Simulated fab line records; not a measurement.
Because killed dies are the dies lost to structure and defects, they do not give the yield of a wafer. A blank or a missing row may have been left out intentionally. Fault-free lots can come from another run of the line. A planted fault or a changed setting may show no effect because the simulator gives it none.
Which tool did it? ; flow n5_finfet ; 9 lots, 27 wafers sampled, at 3 steps of a route of 1938

== WHAT THE GAUGES SHOWED, per wafer ==
N5_FIN_SAQP_THK_MEAS_05.
lot;measured;on;thk_nm (nm)
L075;day 2 05:11;film_metro-02;37.6 37.7 37.5
L079;day 3 03:52;film_metro-01;37.5 37.0 38.5
L082;day 3 21:23;film_metro-02;37.7 37.5 38.5
L085;day 4 15:51;film_metro-01;38.7 38.3 38.0
L087;day 5 03:23;film_metro-02;38.4 39.2 37.9
L089;day 5 16:10;film_metro-02;37.6 37.9 38.9
L091;day 6 03:20;film_metro-01;37.5 38.5 37.9
L094;day 6 21:03;film_metro-02;38.0 38.7 39.0
L096;day 7 09:16;film_metro-01;37.8 37.6 38.0

== WHAT TOOL EACH LOT RAN ON (gives the tool, then ch and the chambers of the sampled wafers, and finally the start) ==
lot;N5_ZERO_LAYER_ETCH_17;N5_PMOS_HMC_CHANNEL_EPI_DESCUM_14
L075;rie_diel-05 ch 0,3, day 1 19:34;rie_diel-06 ch 0,2,3, day 2 01:34
L079;rie_diel-06 ch 0,1,3, day 2 18:58;rie_diel-06 ch 0,1,3, day 3 00:18
L082;rie_diel-02 ch 1,2,3, day 3 12:50;rie_diel-02 ch 1,3, day 3 17:36
L085;rie_diel-02 ch 0,1, day 4 06:43;rie_diel-02 ch 1,3, day 4 11:11
L087;rie_diel-05 ch 0,2, day 4 18:50;rie_diel-02 ch 0,1,3, day 4 23:53
L089;rie_diel-02 ch 0,3, day 5 07:19;rie_diel-02 ch 0,2,3, day 5 12:17
L091;rie_diel-06 ch 1,3, day 5 18:53;rie_diel-06 ch 1,2, day 5 23:26
L094;rie_diel-05 ch 1,2,3, day 6 12:50;rie_diel-05 ch 0,2,3, day 6 17:16
L096;rie_diel-02 ch 0,3, day 7 00:52;rie_diel-06 ch 1,2,3, day 7 05:23
- N5_ZERO_LAYER_ETCH_17: etches SiO2 in CF4, target depth 12 nm, time 13.3 s.
- N5_PMOS_HMC_CHANNEL_EPI_DESCUM_14: chemistry O2, time 7.9 s.

== THE ANSWER, worked out from the rows above alone ==
Rule: the lots themselves supply what counts as usual. Put in order of their means at a reading, lots are off if they are a third of the lots or fewer, leave a main group of 4 or more, and stand apart from it by a gap of 3 or more times the standard deviation of the main group's means; of several such gaps the widest counts. A main group whose means are all the same, to the digits that the tables above print for the reading, isn't used. A lot without any number at a reading at which 4 lots or more have one is off too. All remaining lots with rows at the step are treated as sound.
Across all readings shown, no lot is off: no conclusion can be drawn from this.

== WHAT THE SIMULATOR PUT IN ==
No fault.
